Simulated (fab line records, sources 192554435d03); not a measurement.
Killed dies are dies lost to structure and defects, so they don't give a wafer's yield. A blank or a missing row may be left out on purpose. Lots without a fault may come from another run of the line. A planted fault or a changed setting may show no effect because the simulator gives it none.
Chamber matching | flow n5_finfet | N5_BEOL_M11_ILD_DEP_00 on pecvd-04: 3 sister chambers
The step deposits SiCOH lowk from DEMS/porogen, target thk 308.51 nm, time 58 s. 14 wafers are shown with their chamber, then 7 later ones without.

WAFERS WITH THEIR CHAMBER
wafer  | chamber | showerhead_vpp_V (V) | throttle_valve_pct (%) | heater_power_w (W)
L077.4 | 2       | 1330                 | 14.0                   | 255
L077.5 | 1       | 1357                 | 15.5                   | 361
L077.6 | 0       | 1554                 | 13.7                   | 376
L082.1 | 1       | 1359                 | 15.4                   | 396
L082.3 | 0       | 1524                 | 14.0                   | 409
L082.4 | 1       | 1340                 | 15.9                   | 411
L083.2 | 0       | 1510                 | 14.0                   | 405
L083.3 | 1       | 1351                 | 15.7                   | 447
L083.6 | 1       | 1341                 | 15.6                   | 363
L090.2 | 0       | 1538                 | 13.8                   | 413
L090.4 | 2       | 1346                 | 13.8                   | 256
L090.6 | 0       | 1547                 | 13.9                   | 406
L091.2 | 1       | 1349                 | 15.5                   | 444
L091.5 | 0       | 1539                 | 13.9                   | 357

SIGNATURES (means of the wafers above)
reading            | chamber 0 | chamber 1 | chamber 2 | scatter within a chamber
showerhead_vpp_V   | 1535.33   | 1349.50   | 1338.00   | 12.5
throttle_valve_pct | 13.883    | 15.600    | 13.900    | 0.15
heater_power_w     | 394.33    | 403.67    | 255.50    | 29.6
Rule: a wafer's distance from a chamber is the root of the sum, over the readings, of the square of ((its reading less the chamber's mean) divided by the reading's scatter). The wafer belongs to the nearest chamber; if the next one is less than 2 further off, it can't be placed. The scatter: the root of (the sum of the squares of (reading less its chamber's mean) over the shown wafers, divided by (wafers less chambers)).

WAFERS WITHOUT THEIR CHAMBER
wafer  | showerhead_vpp_V (V) | throttle_valve_pct (%) | heater_power_w (W)
L091.6 | 1370                 | 15.5                   | 447
L096.2 | 1356                 | 15.4                   | 442
L096.5 | 1527                 | 13.8                   | 418
L096.6 | 1327                 | 13.6                   | 323
L097.1 | 1357                 | 15.6                   | 409
L097.5 | 1358                 | 15.8                   | 415
L097.6 | 1338                 | 14.0                   | 300

WHICH CHAMBER EACH WENT THROUGH
wafer  | from the rows above | in truth
L091.6 | 1                   | 1
L096.2 | 1                   | 1
L096.5 | 0                   | 0
L096.6 | 2                   | 2
L097.1 | 1                   | 1
L097.5 | 1                   | 1
L097.6 | 2                   | 2
Placed correctly: 7 of 7. Can't be placed from these rows: 0. Placed wrongly: 0.
